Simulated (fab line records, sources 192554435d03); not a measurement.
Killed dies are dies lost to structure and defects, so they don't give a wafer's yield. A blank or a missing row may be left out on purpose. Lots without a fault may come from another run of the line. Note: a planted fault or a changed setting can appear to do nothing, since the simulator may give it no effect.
A lot that was struck, set against a sound lot    flow n5Finfet    15 out of 1938 route steps
Sound: wafers L738.1, L738.4, L738.6. Struck: wafer L745.6 (L745.1, L745.5, from the same lot, were not struck and are left out); the cause is given at the end.
Per side, at each step with rows, come the tool, then ch with its chambers, and then its first start. Under that, the readings that differ: sound wafers    struck wafers    difference of the means    sigmas: that difference in standard deviations of wafers without a fault.
alike: same words and numbers on both sides, and readings whose means sit less than 2 such deviations apart. not compared: any withheld reading, any reading some wafer has no value for, any bound like >300 that may hide the same value, and any number with overlapping values for which the record gives no deviation.
A row with sigmas, a row that says differs or no value, or rows on one side alone: a step with any of these is where the two part. Non-overlapping numbers with no deviation appear without sigmas and do not part them. Lack of a reading on every wafer of one side parts them only where that side has two or more wafers.

N5_BEOL_M10_ALD_74: deposits TaN, target thk 2 nm, pulse time 2 s, purge time 3 s.
  sound on aldMetal-04 ch 0,1, day 11 14:49; struck on aldMetal-03 ch 1, day 14 10:21
  alike: chamberPressureTorr, heaterPowerW, precursorVesselPressureTorr
N5_BEOL_M10_SURFACE_TREAT_76:
  sound on pvdSputter-01 at day 11 15:10; struck on pvdSputter-01 at day 14 10:48
  not compared: throttleValvePct
then, 3 steps without rows for these wafers: N5_BEOL_M10_CVD_75 (deposits Co from CCTBA/H2, target thk 2 nm, time 138.9 s); N5_BEOL_M10_SPUTTER_48 (material Cu, target thk 12 nm, time 2 s); N5_BEOL_M10_ECD_50 (material Cu, target thk 318 nm).
N5_BEOL_M10_ANNEAL_51: time 90 s.
  sound on rtpAnneal-02 ch 0, day 11 15:58; struck on rtpAnneal-01 ch 0, day 14 11:32
  alike: wafer_temp_C_max
N5_BEOL_M10_CMP_52: polishes, stops on SiCOH lowk, t overpolish 7 s, target thk 140 nm.
  sound on cmp-01 ch 0,2,3, day 11 16:20; struck on cmp-03 ch 1, day 14 11:52
reading                           sound                 struck  difference  sigmas
clearingPlatenDownForcePsi (psi)  1.4946 1.4953 1.4997  1.5031  +0.0066     +2
  alike: barrierFieldEndpointS, edgeZonePressureFrac, motorCurrentA, overpolishRunS, timeToEndpointS
N5_BEOL_M10_THK_MEAS_53: measures by xrf.
  sound on filmMetro-01 at day 11 16:34; struck on filmMetro-01 at day 14 12:08
  alike: M10_THK
then, 2 steps without rows for these wafers: N5_BEOL_M10_PRE_CLEAN_55 (time 15 s); N5_BEOL_M10_DEP_56 (deposits SiCN from 3MS/NH3, target thk 15 nm, time 26.5 s).
N5_BEOL_M10_RS_MEAS_57: measurement is done with a four-point probe.
  sound on filmMetro-02 at day 11 16:42; struck on filmMetro-02 at day 14 12:16
  alike: M10_RS
N5_BEOL_M10_INSPECT_58: inspects for defects (darkfield).
  sound on defectInspect-01 at day 11 16:43; struck on defectInspect-01 at day 14 12:18
  alike: rawDefectCount
N5_BEOL_M11_ILD_DEP_00: deposits SiCOH lowk from DEMS/porogen, target thk 308.51 nm, time 58 s.
  sound on pecvd-04 ch 0,1,2, day 11 16:46; struck on pecvd-01 ch 0, day 14 12:20
reading             sound                 struck  difference  sigmas
susceptorTempC (C)  299.89 299.91 299.95  302.92  +3.00       +14
  alike: chamberPressureTorr, heaterPowerW, showerheadPlenumPTorr, throttleValvePct
N5_BEOL_M11_CURE_71: cures SiCOH lowk, time 240 s.
  sound on uvCure-03 ch 2, day 11 16:50; struck on uvCure-02 ch 0, day 14 12:25
  alike: lampPowerPct, wafer_temp_C_max
-- a jump in the record: the struck wafers' starts before and after are 2 days apart (it breaks off in module BEOL_M11 and resumes in module PASSIVATION, where the first step shown is number 1936 of the route) --
N5_PASSIVATION_PROBE_49:
  sound on prober-01 at day 13 13:12; struck on prober-01 at day 16 18:14
  alike: defectLimitedYield, killed_at_M0_to_M3, killed_at_M4_up, killedAtContacts, killedAtFrontEnd, killedAtOther, killedDies, killedOpen, killedShort, sort_bin_4_leakage, sort_bin_5_function, sort_bin_6_memory, sortNPass, sortYieldPct

## WHERE THEY PART
At N5_BEOL_M10_CMP_52 first; at N5_BEOL_M11_ILD_DEP_00 last (within this record only). Later steps at which nothing parts them and some readings are alike: N5_BEOL_M11_CURE_71, N5_PASSIVATION_PROBE_49.

WHY: what the simulator had put in
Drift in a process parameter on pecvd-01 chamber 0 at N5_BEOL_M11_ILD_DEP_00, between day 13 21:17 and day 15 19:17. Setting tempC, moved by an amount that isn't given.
